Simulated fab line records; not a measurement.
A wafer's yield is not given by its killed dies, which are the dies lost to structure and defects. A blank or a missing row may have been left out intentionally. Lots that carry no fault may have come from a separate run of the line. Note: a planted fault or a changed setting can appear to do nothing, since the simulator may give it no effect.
Code-filled problem report in 8D (eight disciplines) form || flow n5 finfet || the parts of the form that need people (team, actions taken, sign-off) are left out

1. WHAT IS WRONG
Wafers without a fault read 5.26 s with a standard deviation of 0.16, while etch rf on time s at N5_BEOL_M0_SAQP_ETCH_88 averages 9.27 s across 2 wafers of 1 lot. That is +25 standard deviations from the usual mean.
The step: etches underlayer in N2/H2, target depth 6.5 nm, time 5.2 s.
The first sign was on wafer L484.4 at day 9 18:56, on rie diel-02. At this step, 25 wafers from 9 lots have a number in the record. Rule for "out" (also "out of limits"): further than 4 standard deviations from the usual mean. Any other wafer with a number is counted as sound.

2. WHAT IT IS, AND WHAT IT ISN'T
{"question": "which readings at this step", "is": "etch rf on time s", "is not": "drypump motor current A, rf fwd power W, rf vpp V, showerhead plenum p Torr, throttle valve pct"}
{"question": "which lots", "is": "L484", "is not": "L471, L474, L476, L477, L480, L483, L491, L492"}
{"question": "which wafers of those lots", "is": "all that have a number", "is not": "-"}
{"question": "read on which tools", "is": "rie diel-02", "is not": "rie diel-04, rie diel-05"}
{"question": "when", "is": "from day 9 18:56", "is not": "up to then (18 sound wafers); but 5 sound wafers of L491, L492 came after"}

3. THE SUSPECTS, EACH WITH WHAT RULES IT OUT
Counting: a tool at any process step up to the reading remains a suspect when it ran all the lots that are out and ran no sound lot after the first of those.
- rie diel-04 at N5_BEOL_M0_SAQP_SPACER1_ETCHBACK_99 (etches SiO2 in CHF3/O2, target depth 15.4 nm, time 7.7 s): kept. It ran the lot that is out, L484 (day 9 16:16), and no sound lot after that; its last sound lot up to then is L477 (day 7 19:10).
- rie diel-04 at N5_BEOL_M0_SAQP_ETCH_106 (etches SOC in N2/H2, stops on SiNx, target depth 150 nm): kept. It ran the lot that is out, L484 (day 9 17:23), and no sound lot after that; its last sound lot up to then is L480 (day 8 19:13).
- rie diel-02 at N5_BEOL_M0_SAQP_DESCUM_45 (chemistry O2, time 7 s): kept. It ran the lot that is out, L484 (day 9 18:55), and no sound lot after that; its last sound lot up to then is L480 (day 8 21:30).
- rie diel-02 at N5_BEOL_M0_SAQP_ETCH_88 (etches underlayer in N2/H2, target depth 6.5 nm, time 5.2 s): kept. It ran the lot that is out, L484 (day 9 18:56), and no sound lot after that; its last sound lot up to then is L480 (day 8 21:32). On those wafers its own readings are out: etch rf on time s.
Left after counting: rie diel-04 at N5_BEOL_M0_SAQP_SPACER1_ETCHBACK_99, rie diel-04 at N5_BEOL_M0_SAQP_ETCH_106, rie diel-02 at N5_BEOL_M0_SAQP_DESCUM_45, rie diel-02 at N5_BEOL_M0_SAQP_ETCH_88.

4. THE CAUSE (what the simulator had put in)
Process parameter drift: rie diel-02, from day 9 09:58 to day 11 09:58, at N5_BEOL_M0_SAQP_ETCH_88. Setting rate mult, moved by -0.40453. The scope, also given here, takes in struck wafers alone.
4 suspects survive the count, and this tool is in that group.

5. THE EFFECT CHAIN, in route order
One row per reading whose mean, taken over the struck wafers that have a number, lies over 3 standard deviations from the usual. Scope: only readings with a usual standard deviation given in the record; hours: median across lots of the time from each lot's start at the first step in this table that gives one to its start at this step; sigmas: change in usual standard deviations.
{"hours": 0, "step": "N5_BEOL_M0_SAQP_ETCH_88", "reading": "etch rf on time s", "usual": "5.26 s", "on struck wafers": 9.27, "change": "+4.01", "sigmas": "+25"}
Process steps it contains:
- N5_BEOL_M0_SAQP_ETCH_88: etches underlayer in N2/H2, target depth 6.5 nm, time 5.2 s.
At these later measuring or inspecting steps, every struck wafer for which the step has a row has a number for every such reading, and none has moved that far: N5_BEOL_M4_RC_MEAS_101.

6. HOW IT WOULD HAVE BEEN CAUGHT EARLIER
The fault began at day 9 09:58; the first out-of-limits reading in this record came at day 9 18:56, 9 hours later.
